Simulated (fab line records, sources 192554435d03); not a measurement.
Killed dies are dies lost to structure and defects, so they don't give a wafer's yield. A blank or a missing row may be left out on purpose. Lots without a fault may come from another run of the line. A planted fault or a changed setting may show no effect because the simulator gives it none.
fab line records | flow n5_finfet
record lots=3 wafers=9 last_day=19
route steps=1938 shown BEOL_M0_SAQP@681 BEOL_M0_CUTY@701 BEOL_M4@1111 PASSIVATION@1936
lots that met no fault: from a run of the same line without faults
start_h: hours from the record's first day to the start of the lot's first wafer shown | wait_h: hours since the lot's step before | " the same as in the row above | L1.1+2: a row that stands for several wafers | - no value, or no start given | * or withheld: withheld | < > ~ a bound
route shown NAME@n: a module of which the file shows steps, and the number in the route of the first | usual: mean/standard deviation of fault-free wafers | same: alike in all rows | chamber/n: place in a boat | sites: the reading at each site | _std_site: their standard deviation | _edge_site: outer sites' mean less inner sites' | radius_mm: how far each site lies from the wafer's centre | mask NAME#n: copy n | behind: the tool/chamber that last shaped the wafer | hold: why the lot was held/for how many hours/how that ended | device: the transistor (n, p or np) that didn't switch | end of line: the same wafers' tests at the end of the route | a step without rows: its recipe alone | killed: dies lost to structure and defects at the first sort, not the wafer's yield | map: a wafer's dies, x killed, . not, _ none there
set.NAME: the setting as run; set.NAME@STEP: as run at that earlier step | model.NAME: the simulator's own value behind a step, which no gauge read
lots at some steps of the route; a table a step, a row a wafer
services: from which hour (start_h, from the record's first day; less than 0 if before it) a tool's chamber was out of use, for how many hours, and why
## steps
# step N5_BEOL_M0_SAQP_COAT_72
# recipe resist=SiARC temp_c=220 time_s=60 spin_rpm=1500 resist_thk_nm=15
# step N5_BEOL_M0_SAQP_COAT_87
# recipe resist=underlayer temp_c=205 time_s=60 spin_rpm=1500 resist_thk_nm=5
# step N5_BEOL_M0_SAQP_COAT_34
# recipe resist=CAR-EUV spin_rpm=1500 resist_thk_nm=30
# step N5_BEOL_M0_SAQP_EBR_36
# recipe solvent=PGMEA ebr_width_mm=1.5
# step N5_BEOL_M0_SAQP_SOFTBAKE_35
# recipe temp_c=110 time_s=60 resist=CAR-EUV
# step N5_BEOL_M0_SAQP_EXPOSE_37
# recipe mask_id=M0_CUT1 na=0.33 source_shape=annular sigma_inner=0.35 sigma_outer=0.8 polarization=unpolarized target_cd_nm=30 dose_mj=44.75
# step N5_BEOL_M0_SAQP_PEB_38
# recipe peb_temp_c=100 peb_time_s=60 resist=CAR-EUV
# step N5_BEOL_M0_SAQP_DEVELOP_39
# recipe develop_time_s=30 developer=TMAH resist=CAR-EUV rinse_liquid=surfactant_rinse dry=air_spin dev_temp_c=23
# step N5_BEOL_M0_SAQP_DESCUM_45
# recipe chemistry=O2 time_s=7 source_power_w=50 bias_power_w=20 pressure_mtorr=20 rf_frequency_hz=2.712e+07 temp_c=40 resist=CAR-EUV o2_flow_sccm=225
# step N5_BEOL_M0_SAQP_ETCH_88
# recipe chemistry=N2/H2 target=underlayer target_depth_a=65 time_s=5.2 ion_energy_ev=200 mask_material=CAR-EUV pressure_mtorr=30 source_w=840 bias_w=150 n2_flow_sccm=200 h2_flow_sccm=200 ends=cleared
# usual chamber_pressure_mTorr=30.00/0.04 drypump_motor_current_A=5.4/0.44 etch_rf_on_time_s=5.23/0.083 oes_product_au=0.64/0.054 rf_vpp_V=525.6/2.3 showerhead_plenum_p_Torr=2.61/0.074 throttle_valve_pct=17.91/0.26
# columns lot.wafer tool chamber start_h wait_h chamber_pressure_mTorr drypump_motor_current_A etch_rf_on_time_s oes_product_au rf_hours_counter_h rf_vpp_V showerhead_plenum_p_Torr throttle_valve_pct
L711.1 rie_diel-01 1 185.26 0.0 30.01 5.7 5.34 0.60 233 525.8 2.62 18.26
L711.3 " 2 " " 29.94 5.0 5.23 0.64 154 521.5 2.54 17.96
L711.5 " 0 " " 29.97 5.5 5.20 0.64 - 525.8 2.65 17.69
L714.3 rie_diel-01 1 203.00 0.0 30.00 5.8 5.31 0.59 238 526.8 2.61 18.24
L714.4 " 2 " " 29.96 4.9 5.16 0.64 159 523.9 2.54 17.97
L714.5 " 1 " " 30.05 5.8 5.31 0.60 - 523.9 2.61 18.27
L716.1 rie_diel-02 2 219.49 0.0 29.96 4.8 5.10 0.71 85 527.6 2.68 18.38
L716.3 " 3 " " 29.98 5.5 5.23 0.69 89 527.7 2.68 17.58
L716.5 " 2 " " 30.02 4.9 5.11 0.71 - 527.1 2.68 18.39
# step N5_BEOL_M0_SAQP_ETCH_73
# recipe chemistry=CF4 target=SiARC target_depth_a=195 mask_material=CAR-EUV time_s=32.5 ion_energy_ev=80 pressure_mtorr=40 source_w=545 bias_w=36 Ar_flow_sccm=100 cf4_flow_sccm=100 ends=cleared
# step N5_BEOL_M0_SAQP_CUT_ETCH_46
# recipe chemistry=N2/H2 target=SOC target_depth_a=1350 overetch_a=270 temp_c=40 time_s=202.5 ion_energy_ev=200 mask_material=SiARC pressure_mtorr=30 source_w=840 bias_w=150 n2_flow_sccm=200 h2_flow_sccm=200
# step N5_BEOL_M0_SAQP_STRIP_74
# recipe chemistry=N2/H2 temp_c=40 n2_flow_sccm=200 h2_flow_sccm=200 rf_frequency_hz=6e+07
# step N5_BEOL_M0_SAQP_STRIP_89
# recipe chemistry=N2/H2 temp_c=40 n2_flow_sccm=200 h2_flow_sccm=200 rf_frequency_hz=6e+07
# step N5_BEOL_M0_SAQP_ALD_48
# recipe material=SiO2 target_thk_a=200 temp_c=100 ald_precursor_family=BDEAS ald_co_reactant=O2-plasma pulse_time_s=1 co_reactant_pulse_time_s=1 purge_time_s=2 co_reactant_purge_time_s=2 ald_cycles=139 pressure_torr=2
# step N5_BEOL_M0_SAQP_ETCH_49
# recipe chemistry=CF4/O2 target_depth_a=370 target=SiO2 pressure_mtorr=40 source_w=535 bias_w=49 Ar_flow_sccm=100 cf4_flow_sccm=100 O2_flow_sccm=10 ion_energy_ev=100
# step N5_BEOL_M0_SAQP_STRIP_75
# recipe chemistry=CF4 resist=SiARC power_w=300 bias_power_w=75 pressure_mtorr=50 cf4_flow_sccm=150 rf_frequency_hz=6e+07
# step N5_BEOL_M0_CUTY_COAT_50
# recipe resist=SiARC temp_c=220 time_s=60 spin_rpm=1500 resist_thk_nm=15
# step N5_BEOL_M0_CUTY_COAT_51
# recipe resist=CAR-ArF-block spin_rpm=1500 resist_thk_nm=150
# step N5_BEOL_M0_CUTY_EBR_52
# recipe solvent=PGMEA ebr_width_mm=1.5
# step N5_BEOL_M0_CUTY_SOFTBAKE_53
# recipe temp_c=110 time_s=60 resist=CAR-ArF-block
# step N5_BEOL_M0_CUTY_EXPOSE_54
# recipe mask_id=M0_ABLK na=1.35 source_shape=conventional sigma_outer=0.8 polarization=unpolarized dose_mj=36
# step N5_BEOL_M0_CUTY_PEB_55
# recipe peb_temp_c=110 peb_time_s=60 resist=CAR-ArF-block
# step N5_BEOL_M0_CUTY_DEVELOP_56
# recipe develop_time_s=30 developer=TMAH resist=CAR-ArF-block rinse_liquid=diw dry=air_spin dev_temp_c=23
# step N5_BEOL_M0_CUTY_INSPECT_59
# recipe mode=adi inspect_instrument=macro
# usual raw_defect_count=2.0/1.4
# columns lot.wafer tool chamber start_h wait_h raw_defect_count
L711.1 defect_inspect-01 - 187.41 0.0 3
L711.3 " - " " 4
L711.5 " - " " 1
L714.3 defect_inspect-02 - 204.45 0.0 >300
L714.4 " - " " 1
L714.5 " - " " >300
L716.1 defect_inspect-01 - 221.08 0.0 4
L716.3 " - " " 2
L716.5 " - " " 0
# step N5_BEOL_M0_CUTY_DESCUM_61
# recipe chemistry=O2 time_s=7.9 source_power_w=50 bias_power_w=20 pressure_mtorr=20 rf_frequency_hz=2.712e+07 temp_c=40 resist=CAR-ArF-block o2_flow_sccm=225
# step N5_BEOL_M4_RC_MEAS_101
# usual DIBL_N=36.3/1.2 DIBL_P=36.3/1.4 IOFF_N=0.160/0.02 IOFF_P=0.210/0.025 ION_N=675/9.5 ION_P=462/7 SS_N=71.5/0.53 SS_P=73.4/0.55 VT_N=249.5/2.6 VT_P=-250.1/2.9
# columns lot.wafer tool chamber start_h wait_h DIBL_N[mV/V] DIBL_P[mV/V] IOFF_N[nA/um] IOFF_P[nA/um] ION_N[uA/um] ION_P[uA/um] SS_N[mV/dec] SS_P[mV/dec] VT_N[mV] VT_P[mV]
L711.1 prober-02 0 287.80 0.0 35.5 34.7 0.166 0.219 682 470 71.3 73.3 246.6 -244.4
L711.3 " 0 " " 36.7 36.9 0.196 0.255 694 476 72.0 74.2 243.6 -246.3
L711.5 " 0 " " 37.1 36.3 0.194 0.242 692 474 72.1 73.5 245.6 -246.1
L714.3 prober-01 0 317.53 0.3 34.9 35.9 0.144 0.179 679 466 71.6 72.7 252.2 -254.4
L714.4 " 0 " " 37.2 38.5 0.188 0.213 680 461 71.4 73.2 248.3 -250.6
L714.5 " 0 " " 36.2 36.9 0.161 0.192 680 462 71.5 73.6 250.7 -250.8
L716.1 prober-02 0 340.93 0.0 36.8 35.9 0.166 0.219 687 469 70.9 73.9 250.1 -247.4
L716.3 " 0 " " 36.7 34.8 0.151 0.198 675 460 71.4 73.7 250.3 -250.7
L716.5 " 0 " " 35.4 33.9 0.135 0.179 671 462 70.9 73.3 252.3 -251.9
# step N5_PASSIVATION_PROBE_49
# usual defect_limited_yield=90.9/1.3 killed_at_M0_to_M3=36/11 killed_at_M4_up=13/5.1 killed_at_contacts=14/4.9 killed_at_front_end=41/10 killed_at_other=3.4/2.6 killed_dies=107/16 killed_on_rim=14/4 killed_open=70/11 killed_short=36/7.8 sort_bin_5_function=5.4/0.84 sort_bin_6_memory=3.4/0.67 sort_n_pass=1073/16 sort_yield_pct=90.9/1.3
# same gross_dies=1180 killed_at_back_side=0 sort_bin_4_leakage[%]=0 sort_bin_8_speed[%]=0
# columns lot.wafer tool chamber start_h wait_h defect_limited_yield[%] killed_at_M0_to_M3 killed_at_M4_up killed_at_contacts killed_at_front_end killed_at_other killed_dies killed_on_rim killed_open killed_short sort_bin_5_function[%] sort_bin_6_memory[%] sort_n_pass sort_yield_pct[%]
L714.3 prober-02 - 423.84 0.1 84.5 127 8 11 33 4 183 33 60 29 8.9 4.2 997 84.5
L714.5 prober-02 - 423.94 0.2 83.7 132 8 13 36 3 192 30 65 33 9.2 5.0 988 83.7
# killed by level:class
L714.3 BEOL_M0_SAQP:unspecified=89 BEOL_M0_SAQP:geometric_particle:open=13 MOL_CONTACT_COAG:geometric_particle:open=11 BEOL_M0_SAQP:geometric_particle:short=11 STI_FIN_REVEAL:geometric_particle:open=9 FIN_SAQP:geometric_particle:short=4 FIN_SAQP:geometric_particle:open=4 DUMMY_GATE:geometric_particle:open=4
L714.5 BEOL_M0_SAQP:unspecified=92 MOL_CONTACT_COAG:geometric_particle:open=12 BEOL_M0_SAQP:geometric_particle:short=12 STI_FIN_REVEAL:geometric_particle:open=11 BEOL_M2:geometric_particle:open=9 BEOL_M0_SAQP:geometric_particle:open=7 GATE_CUT:geometric_particle:short=5 STI_FIN_REVEAL:geometric_particle:short=4
# map L714.5 (x killed, . not)
_________________.x...xxxxxxx________________
______________....x....xxxxxxxxx_____________
___________......x.....xxxxxxxxxxxx__________
__________...........xx.xxxxxxxxxxx._________
________.....x..x..x.x..xxxxxxxxxxxxxx_______
_______.x.....x.......xxxxxxxxxxxxxxx..______
______.......x..........xxxx.xxxxxx....._____
_____...................x.xxx..xx..x.....____
____.....x......x........xx.x..x.x.x......___
___.......x..............x.....x....x...x..__
___.............x.........x..x........x....__
__....................x....................._
__..............x......x...x.x.............._
_...........x.....................x...x......
_..xx..x............x............x.x....x....
_......x..x...............x.......x.x.......x
_.................x.......x......x....x.....x
_....x............x..x.................x.....
_...x.....................x.x................
_....x.....x..........x...x..........x.......
_..x.x......x.........................x.....x
__.............x......x....................._
__................x....x...xx........x..x..._
___.x..........x.x.........x..............x__
___x....x.......................x..........__
____..................................x...___
_____.........x.x...........x............____
______..............x.......x..x.x......_____
_______........x.....................x.______
________..........................x..._______
__________.x...........x.........x.._________
___________...................x....__________
______________.........x...x.x.._____________
_________________...x........________________
# map L711.5 (x killed, . not)
_________________.....xx.....________________
______________...x.x...........x_____________
___________......x......x...x......__________
__________..........x..x.......x...._________
________.x.x..................x.x....x_______
_______.................x...x..........______
______..........x....x..............x..x_____
_____....x.x.......x..........x.x..xx..x.____
____....................x........x........___
___..........x.............................__
___......................x...x.............__
__.x.xx............x........................_
__........x............x.x............x....._
_.......x..x.....................x.....x.....
_..x..x.......x..x......xxx..................
_...x.x........x....x............x...x.x.xx..
_.......x...........x.................x......
_...x.......x...............x.x.....x.xx.....
_........x..............x......x.............
_.........x......................x...x.......
_....x.x........x................x........x..
__.......................................x.._
__........x...........x.....x.x........xx..._
___.....x....x....x...x......x............x__
___...............x......................x.__
____..............................x.......___
_____.....x...........................x..____
______......x...........xx...x...x......_____
_______.......................x...x....______
________......x............x.......x.x_______
__________...........x......x......._________
___________.....x......x.......x...__________
______________.x...x...x...x...._____________
_________________..xx........________________
## services
# columns tool chamber start_h hours kind
rie_diel-02 3 164.68 12.2 repair
rie_diel-02 - 195.75 0.3 repair
rie_diel-02 3 210.60 4.7 repair
## key
first_sign step=N5_BEOL_M0_CUTY_INSPECT_59 reading=raw_defect_count direction=up sigmas=99+ usual=2.0 struck=>300
effect step=N5_PASSIVATION_PROBE_49 reading=killed_at_M0_to_M3 direction=up sigmas=8.2 usual=36 struck=130
more_kills_born_at N5_BEOL_M0_SAQP_ETCH_88@rie_diel-01=181
met_at N5_BEOL_M0_SAQP_ETCH_88
struck_wafers L714.3,L714.5
onset_between 185.26 203.00
fault kind=chamber_particle_source tool=rie_diel-01 chamber=1 onset_h=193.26 steps=N5_BEOL_M0_SAQP_ETCH_88 rate_per_visit_cm2=0.88407 end_h=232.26
